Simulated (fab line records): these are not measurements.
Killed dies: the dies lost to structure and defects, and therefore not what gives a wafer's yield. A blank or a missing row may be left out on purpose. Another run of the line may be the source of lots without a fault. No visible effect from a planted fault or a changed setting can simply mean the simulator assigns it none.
fab line records | flow nand-harc | part 2 of 2: steps 5 to 6 of 6
record lots=21 | wafers=63 | last-day=34
route steps=1302 shown A_STAIRCASE@736
lots untouched by any fault: they come from a run of this same line in which no faults occurred
start-h: start of the lot's first displayed wafer, in hours after the record's first day | wait-h: hours elapsed since this lot's preceding step | " the same as in the row above | L1.1+2: a row that stands for several wafers | - no value, or no start was given | * or withheld: withheld | < > ~ a bound
route shown NAME@n: a module of which the file shows steps, and the number in the route of the first | usual: average and standard deviation across the fault-free wafers | same: alike in all rows | chamber/n: place in a boat | sites: the reading at each site | _std_site: their standard deviation | _edge_site: mean of outer sites minus mean of inner sites | radius-mm: how far each site lies from the wafer's centre | mask NAME#n: copy n | behind: tool/chamber where the wafer was last shaped | hold: cause of the lot's hold/its duration in hours/its outcome | device: which transistor (n, p or np) failed to switch | end of line: at the end of the route, the tests of the same wafers | where a step has no rows: the recipe by itself | killed: dies lost to structure and defects at the first sort, not the wafer's yield | map: the dies of a wafer, with x for killed, . for not killed, _ for no die there
set.NAME: the setting as run; set.NAME@STEP: as run at that earlier step | model.NAME: the simulator's own value behind a step, which no gauge read
route steps across a sampled set of lots; one table per step, one row per wafer
services: when a tool's chamber went out of use (start-h, in hours from the record's first day, below 0 if earlier), for how many hours, and the reason
## steps
# step NHARC_A_STAIRCASE_ETCH_273
# recipe target-depth-a=1.02e+05 | time-s=2468.6 | ion-energy-ev=800 | c4f8-flow-sccm=80 | o2-flow-sccm=60 | ar-flow-sccm=withheld | rf-w=600 | bias-w=3000 | chemistry=C4F8/O2/Ar
# usual oes-product-au=0.935/0.017 | rf-vpp-V=1830/11
lot.wafer | tool        | chamber | start-h | wait-h | oes-product-au | rf-hours-counter-h | rf-vpp-V
L075.1    | rie-diel-05 | 0       | -       | -      | 0.936          | 48                 | 1819
L075.2    | "           | 1       | "       | "      | 0.947          | 48                 | 1844
L075.5    | "           | 1       | "       | "      | 0.952          | -                  | 1844
L074.1    | rie-diel-11 | 1       | -       | -      | 0.950          | 32                 | 1847
L074.3    | "           | 2       | "       | "      | 0.927          | 33                 | 1844
L074.6    | "           | 1       | "       | "      | 0.945          | -                  | 1845
L076.1    | rie-diel-10 | 2       | -       | -      | 0.961          | 40                 | 1824
L076.3    | "           | 0       | "       | "      | 0.946          | 38                 | 1825
L076.5    | "           | 1       | "       | "      | 0.951          | -                  | 1831
L077.3    | rie-diel-10 | 1       | -       | -      | 0.938          | 50                 | 1830
L077.2    | "           | 3       | "       | "      | 0.955          | 44                 | 1810
L077.5    | "           | 1       | "       | "      | 0.939          | -                  | 1830
L078.2    | rie-diel-10 | 1       | -       | -      | 0.940          | 52                 | 1831
L078.3    | "           | 2       | "       | "      | 0.944          | 50                 | 1824
L078.5    | "           | 1       | "       | "      | 0.926          | -                  | 1832
L079.3    | rie-diel-11 | 3       | -       | -      | 0.925          | 54                 | 1827
L079.5    | "           | 3       | "       | "      | 0.939          | -                  | 1826
L079.6    | "           | 0       | "       | "      | 0.916          | -                  | 1838
L080.1    | rie-diel-10 | 0       | -       | -      | 0.934          | 1                  | 1827
L080.4    | "           | 0       | "       | "      | 0.933          | -                  | 1826
L080.6    | "           | 2       | "       | "      | 0.931          | -                  | 1824
L081.1    | rie-diel-10 | 0       | -       | -      | 0.931          | 3                  | 1825
L081.2    | "           | 3       | "       | "      | 0.929          | 3                  | 1847
L081.5    | "           | 0       | "       | "      | 0.933          | -                  | 1827
L082.3    | rie-diel-11 | 1       | -       | -      | 0.909          | 2                  | 1845
L082.2    | "           | 3       | "       | "      | 0.926          | 2                  | 1826
L082.5    | "           | 1       | "       | "      | 0.905          | -                  | 1844
L083.1    | rie-diel-11 | 2       | -       | -      | 0.909          | 8                  | 1842
L083.2    | "           | 3       | "       | "      | 0.952          | 7                  | 1826
L083.4    | "           | 1       | "       | "      | 0.897          | 8                  | 1844
L084.2    | rie-diel-05 | 1       | -       | -      | 0.937          | 21                 | 1841
L084.6    | "           | 1       | "       | "      | 0.941          | -                  | 1842
L084.5    | "           | 2       | "       | "      | 0.948          | -                  | 1812
L086.3    | rie-diel-10 | 3       | -       | -      | 0.930          | 25                 | 1846
L086.5    | "           | 3       | "       | "      | 0.928          | -                  | 1846
L086.6    | "           | 0       | "       | "      | 0.923          | -                  | 1825
L090.3    | rie-diel-05 | 2       | -       | -      | 0.943          | 36                 | 1811
L090.6    | "           | 3       | "       | "      | 0.954          | -                  | 1810
L090.5    | "           | 0       | "       | "      | 0.955          | -                  | 1817
L087.3    | rie-diel-05 | 3       | -       | -      | 0.960          | 30                 | 1808
L087.1    | "           | 0       | "       | "      | 0.973          | 35                 | 1816
L087.6    | "           | 0       | "       | "      | 0.968          | -                  | 1818
L088.4    | rie-diel-11 | 0       | -       | -      | 0.902          | 26                 | 1836
L088.6    | "           | 3       | "       | "      | 0.944          | -                  | 1825
L088.5    | "           | 0       | "       | "      | 0.909          | -                  | 1837
L091.1    | rie-diel-11 | 3       | -       | -      | 0.957          | 33                 | 1825
L091.2    | "           | 2       | "       | "      | 0.943          | 34                 | 1842
L091.5    | "           | 0       | "       | "      | 0.916          | -                  | 1837
L094.3    | rie-diel-05 | 0       | -       | -      | 0.964          | 46                 | 1816
L094.2    | "           | 1       | "       | "      | 0.916          | 45                 | 1840
L094.4    | "           | 3       | "       | "      | 0.955          | 42                 | 1809
L093.1    | rie-diel-10 | 2       | -       | -      | 0.923          | 55                 | 1823
L093.2    | "           | 3       | "       | "      | 0.931          | 55                 | 1845
L093.6    | "           | 1       | "       | "      | 0.940          | -                  | 1829
L096.4    | rie-diel-11 | 0       | -       | -      | 0.919          | 48                 | 1836
L096.1    | "           | 1       | "       | "      | 0.906          | 48                 | 1843
L096.6    | "           | 0       | "       | "      | 0.913          | -                  | 1835
L095.1    | rie-diel-10 | 1       | -       | -      | 0.939          | 44                 | 1828
L095.2    | "           | 2       | "       | "      | 0.928          | 62                 | 1821
L095.5    | "           | 0       | "       | "      | 0.925          | -                  | 1822
L097.3    | rie-diel-11 | 2       | -       | -      | 0.926          | 59                 | 1841
L097.1    | "           | 3       | "       | "      | 0.965          | 60                 | 1823
L097.5    | "           | 0       | "       | "      | 0.946          | -                  | 1835
# step NHARC_A_STAIRCASE_ETCH_453
# recipe target-depth-a=300 | overetch-a=30 | time-s=16.5 | ion-energy-ev=100 | cf4-flow-sccm=80 | o2-flow-sccm=20 | ar-flow-sccm=0 | rf-w=300 | bias-w=100 | chemistry=CF4/O2
# usual cf4-flow-sccm=79.98/0.23 | drypump-motor-current-A=5.9/0.38 | o2-flow-sccm=20.00/0.062 | oes_ar_750_au=1.000/0.0042 | oes-product-au=1.002/0.014 | rf-vpp-V=197.8/1.6 | showerhead-plenum-p-Torr=1.34/0.069 | throttle-valve-pct=13.396/0.0088
lot.wafer | tool        | chamber | start-h | wait-h | cf4-flow-sccm | drypump-motor-current-A | o2-flow-sccm | oes_ar_750_au | oes-product-au | rf-hours-counter-h | rf-vpp-V | showerhead-plenum-p-Torr | throttle-valve-pct
L075.1    | rie-diel-05 | 0       | -       | -      | 79.93         | 6.6                     | 20.05        | 0.996         | 1.002          | 58                 | 199.5    | 1.29                     | 13.403
L075.2    | "           | 1       | "       | "      | 80.14         | 6.1                     | 19.98        | 0.996         | 1.008          | 57                 | 199.6    | 1.42                     | 13.396
L075.5    | "           | 3       | "       | "      | 79.74         | 5.9                     | 19.97        | 1.003         | 1.000          | -                  | 196.0    | 1.25                     | 13.374
L074.1    | rie-diel-05 | 1       | -       | -      | 80.18         | 6.0                     | 19.96        | 0.993         | 1.010          | 58                 | 197.9    | 1.42                     | 13.395
L074.3    | "           | 2       | "       | "      | 80.09         | 6.1                     | 20.05        | 1.000         | 1.019          | 53                 | 196.0    | 1.26                     | 13.389
L074.6    | "           | 1       | "       | "      | 79.98         | 6.1                     | 19.96        | 0.999         | 0.999          | -                  | 199.0    | 1.42                     | 13.393
L076.3    | rie-diel-05 | 3       | -       | -      | 80.06         | 5.9                     | 20.10        | 1.006         | 1.013          | 51                 | 197.5    | 1.25                     | 13.388
L076.1    | "           | 0       | "       | "      | 80.38         | 6.6                     | 20.07        | 0.994         | 1.010          | 59                 | 195.0    | 1.29                     | 13.417
L076.5    | "           | 2       | "       | "      | 79.71         | 6.1                     | 19.94        | 1.005         | 1.011          | -                  | 195.1    | 1.26                     | 13.397
L077.3    | rie-diel-11 | 3       | -       | -      | 79.84         | 6.0                     | 20.02        | 1.001         | 1.006          | 52                 | 197.9    | 1.33                     | 13.395
L077.2    | "           | 1       | "       | "      | 80.04         | 5.4                     | 19.98        | 0.998         | 0.989          | 49                 | 200.3    | 1.43                     | 13.384
L077.5    | "           | 3       | "       | "      | 79.87         | 6.0                     | 20.04        | 1.001         | 1.010          | -                  | 196.6    | 1.33                     | 13.394
L078.3    | rie-diel-05 | 1       | -       | -      | 79.89         | 6.1                     | 20.07        | 0.999         | 1.004          | 2                  | 199.5    | 1.42                     | 13.415
L078.2    | "           | 2       | "       | "      | 79.72         | 6.1                     | 19.91        | 0.996         | 1.011          | 2                  | 196.6    | 1.26                     | 13.382
L078.5    | "           | 0       | "       | "      | 80.08         | 6.6                     | 19.93        | 1.000         | 1.016          | -                  | 197.1    | 1.29                     | 13.393
L079.3    | rie-diel-05 | 1       | -       | -      | 79.75         | 6.1                     | 20.02        | 1.003         | 0.997          | 6                  | 200.5    | 1.42                     | 13.397
L079.5    | "           | 0       | "       | "      | 79.99         | 6.6                     | 19.95        | 1.008         | 1.026          | -                  | 197.5    | 1.29                     | 13.399
L079.6    | "           | 2       | "       | "      | 79.99         | 6.1                     | 19.99        | 0.993         | 1.009          | -                  | 196.3    | 1.26                     | 13.400
L080.1    | rie-diel-10 | 1       | -       | -      | 80.11         | 5.1                     | 20.02        | 0.997         | 0.983          | 1                  | 198.2    | 1.36                     | 13.405
L080.4    | "           | 0       | "       | "      | 80.18         | 5.7                     | 19.94        | 1.005         | 0.995          | 12                 | 197.7    | 1.32                     | 13.399
L080.6    | "           | 2       | "       | "      | 80.37         | 5.7                     | 20.05        | 0.995         | 0.982          | -                  | 197.1    | 1.32                     | 13.398
L081.2    | rie-diel-10 | 2       | -       | -      | 80.18         | 5.7                     | 20.01        | 0.992         | 0.996          | 13                 | 195.9    | 1.32                     | 13.395
L081.1    | "           | 3       | "       | "      | 80.45         | 5.9                     | 19.98        | 1.002         | 0.990          | 13                 | 200.1    | 1.44                     | 13.386
L081.5    | "           | 2       | "       | "      | 80.04         | 5.7                     | 20.04        | 1.000         | 0.987          | -                  | 196.6    | 1.32                     | 13.412
L082.2    | rie-diel-10 | 1       | -       | -      | 80.36         | 5.2                     | 20.02        | 1.001         | 0.996          | 4                  | 198.1    | 1.36                     | 13.401
L082.3    | "           | 3       | "       | "      | 80.56         | 5.9                     | 19.92        | 1.000         | 0.991          | 18                 | 200.2    | 1.44                     | 13.385
L082.5    | "           | 1       | "       | "      | 79.68         | 5.2                     | 20.17        | 1.000         | 0.992          | -                  | 198.5    | 1.36                     | 13.392
L083.4    | rie-diel-10 | 0       | -       | -      | 80.01         | 5.7                     | 19.91        | 1.004         | 0.988          | 21                 | 197.2    | 1.32                     | 13.399
L083.1    | "           | 1       | "       | "      | 80.00         | 5.2                     | 20.09        | 1.000         | 0.989          | 10                 | 197.2    | 1.35                     | 13.398
L083.2    | "           | 3       | "       | "      | 79.88         | 5.9                     | 19.92        | 0.996         | 1.003          | 25                 | 200.0    | 1.44                     | 13.393
L084.2    | rie-diel-05 | 2       | -       | -      | 79.63         | 6.1                     | 19.96        | 1.001         | 1.001          | 25                 | 196.5    | 1.25                     | 13.398
L084.6    | "           | 0       | "       | "      | 79.73         | 6.6                     | 19.99        | 0.994         | 1.019          | -                  | 196.6    | 1.28                     | 13.398
L084.5    | "           | 1       | "       | "      | 80.24         | 6.1                     | 20.10        | 1.001         | 0.996          | -                  | 199.3    | 1.41                     | 13.399
L086.3    | rie-diel-11 | 2       | -       | -      | 80.09         | 6.1                     | 19.95        | 1.004         | 0.974          | 15                 | 200.0    | 1.42                     | 13.388
L086.5    | "           | 1       | "       | "      | 79.96         | 5.4                     | 19.94        | 0.995         | 0.974          | -                  | 199.2    | 1.43                     | 13.404
L086.6    | "           | 2       | "       | "      | 80.35         | 6.1                     | 19.96        | 1.000         | 0.984          | -                  | 199.4    | 1.42                     | 13.400
L090.3    | rie-diel-05 | 3       | -       | -      | 80.11         | 5.9                     | 19.93        | 1.003         | 1.035          | 33                 | 194.7    | 1.24                     | 13.391
L090.6    | "           | 1       | "       | "      | 80.03         | 6.1                     | 19.95        | 1.003         | 0.993          | -                  | 199.4    | 1.41                     | 13.396
L090.5    | "           | 2       | "       | "      | 79.95         | 6.1                     | 19.97        | 1.002         | 1.010          | -                  | 195.5    | 1.25                     | 13.386
L087.1    | rie-diel-11 | 0       | -       | -      | 79.90         | 5.6                     | 20.02        | 0.998         | 0.991          | 31                 | 199.5    | 1.38                     | 13.391
L087.3    | "           | 1       | "       | "      | 79.61         | 5.4                     | 20.10        | 0.999         | 0.999          | 34                 | 199.7    | 1.43                     | 13.392
L087.6    | "           | 1       | "       | "      | 79.75         | 5.4                     | 19.98        | 1.001         | 0.990          | -                  | 199.4    | 1.43                     | 13.384
L088.4    | rie-diel-05 | 0       | -       | -      | 79.70         | 6.6                     | 19.92        | 0.996         | 1.027          | 39                 | 197.2    | 1.28                     | 13.402
L088.5    | "           | 3       | "       | "      | 79.84         | 5.9                     | 20.03        | 1.002         | 1.020          | -                  | 196.3    | 1.24                     | 13.393
L088.6    | "           | 0       | "       | "      | 80.20         | 6.6                     | 19.97        | 1.005         | 1.024          | -                  | 197.5    | 1.28                     | 13.408
L091.2    | rie-diel-05 | 1       | -       | -      | 80.11         | 6.0                     | 20.05        | 0.999         | 0.996          | 43                 | 198.2    | 1.41                     | 13.377
L091.1    | "           | 3       | "       | "      | 80.58         | 5.9                     | 19.97        | 1.004         | 1.020          | 40                 | 195.0    | 1.24                     | 13.391
L091.5    | "           | 1       | "       | "      | 79.95         | 6.1                     | 20.06        | 1.001         | 0.989          | -                  | 199.6    | 1.41                     | 13.382
L093.1    | rie-diel-10 | 1       | -       | -      | 80.17         | 5.2                     | 20.00        | 1.004         | 0.988          | 39                 | 198.0    | 1.35                     | 13.387
L093.2    | "           | 2       | "       | "      | 79.50         | 5.7                     | 19.98        | 1.002         | 0.983          | 58                 | 198.6    | 1.31                     | 13.382
L093.6    | "           | 3       | "       | "      | 79.88         | 5.9                     | 19.97        | 1.006         | 1.007          | -                  | 199.9    | 1.43                     | 13.404
L094.2    | rie-diel-10 | 1       | -       | -      | 79.74         | 5.2                     | 20.13        | 0.993         | 1.006          | 40                 | 198.1    | 1.35                     | 13.399
L094.3    | "           | 3       | "       | "      | 79.82         | 5.9                     | 19.99        | 1.001         | 1.010          | 58                 | 200.6    | 1.43                     | 13.393
L094.4    | "           | 0       | "       | "      | 79.93         | 5.6                     | 20.05        | 1.004         | 0.981          | 51                 | 198.3    | 1.31                     | 13.396
L095.1    | rie-diel-10 | 3       | -       | -      | 79.69         | 5.9                     | 19.95        | 0.993         | 1.012          | 0                  | 199.3    | 1.43                     | 13.395
L095.2    | "           | 0       | "       | "      | 79.76         | 5.7                     | 19.95        | 0.999         | 0.996          | 0                  | 197.1    | 1.31                     | 13.400
L095.5    | "           | 3       | "       | "      | 79.46         | 5.9                     | 19.98        | 1.000         | 1.010          | -                  | 201.2    | 1.43                     | 13.375
L096.1    | rie-diel-05 | 1       | -       | -      | 79.53         | 6.0                     | 19.88        | 1.003         | 0.991          | 6                  | 197.5    | 1.41                     | 13.391
L096.4    | "           | 2       | "       | "      | 79.65         | 6.1                     | 19.98        | 1.002         | 0.998          | 5                  | 196.1    | 1.24                     | 13.402
L096.6    | "           | 2       | "       | "      | 79.63         | 6.1                     | 20.01        | 0.996         | 0.997          | -                  | 196.7    | 1.24                     | 13.404
L097.1    | rie-diel-11 | 1       | -       | -      | 80.05         | 5.5                     | 20.02        | 1.000         | 1.005          | 4                  | 200.3    | 1.42                     | 13.409
L097.3    | "           | 3       | "       | "      | 79.96         | 6.0                     | 20.08        | 1.005         | 1.016          | 5                  | 198.5    | 1.32                     | 13.398
L097.5    | "           | 1       | "       | "      | 80.02         | 5.4                     | 20.04        | 0.996         | 1.001          | -                  | 198.8    | 1.42                     | 13.383
## services
tool            | chamber | start-h | hours | kind
plasma-asher-01 | -       | 342.00  | 9.0   | pm
rie-diel-05     | 0       | 363.34  | -     | clean
rie-diel-05     | 1       | 363.34  | -     | clean
rie-diel-05     | 2       | 363.34  | -     | clean
rie-diel-05     | 3       | 363.34  | -     | clean
rie-diel-05     | 0       | 388.26  | -     | clean
rie-diel-05     | 1       | 388.26  | -     | clean
rie-diel-05     | 2       | 388.26  | -     | clean
rie-diel-05     | 3       | 388.26  | -     | clean
plasma-asher-01 | -       | 388.88  | 10.2  | repair
rie-diel-05     | -       | 408.41  | 9.0   | pm
rie-diel-11     | -       | 416.68  | 0.2   | repair
rie-diel-10     | -       | 419.84  | 9.0   | pm
plasma-asher-02 | -       | 426.42  | 9.0   | pm
rie-diel-10     | 1       | 432.20  | 13.8  | repair
rie-diel-11     | -       | 432.57  | 9.0   | pm
plasma-asher-01 | -       | 466.89  | 15.7  | repair
plasma-asher-01 | -       | 484.48  | 2.4   | repair
plasma-asher-01 | -       | 519.00  | 9.0   | pm
rie-diel-11     | 0       | 520.39  | 3.2   | repair
rie-diel-10     | -       | 596.86  | 9.0   | pm
plasma-asher-02 | -       | 603.42  | 9.0   | pm
rie-diel-11     | -       | 609.89  | 9.0   | pm
rie-diel-05     | 1       | 624.74  | 4.2   | repair
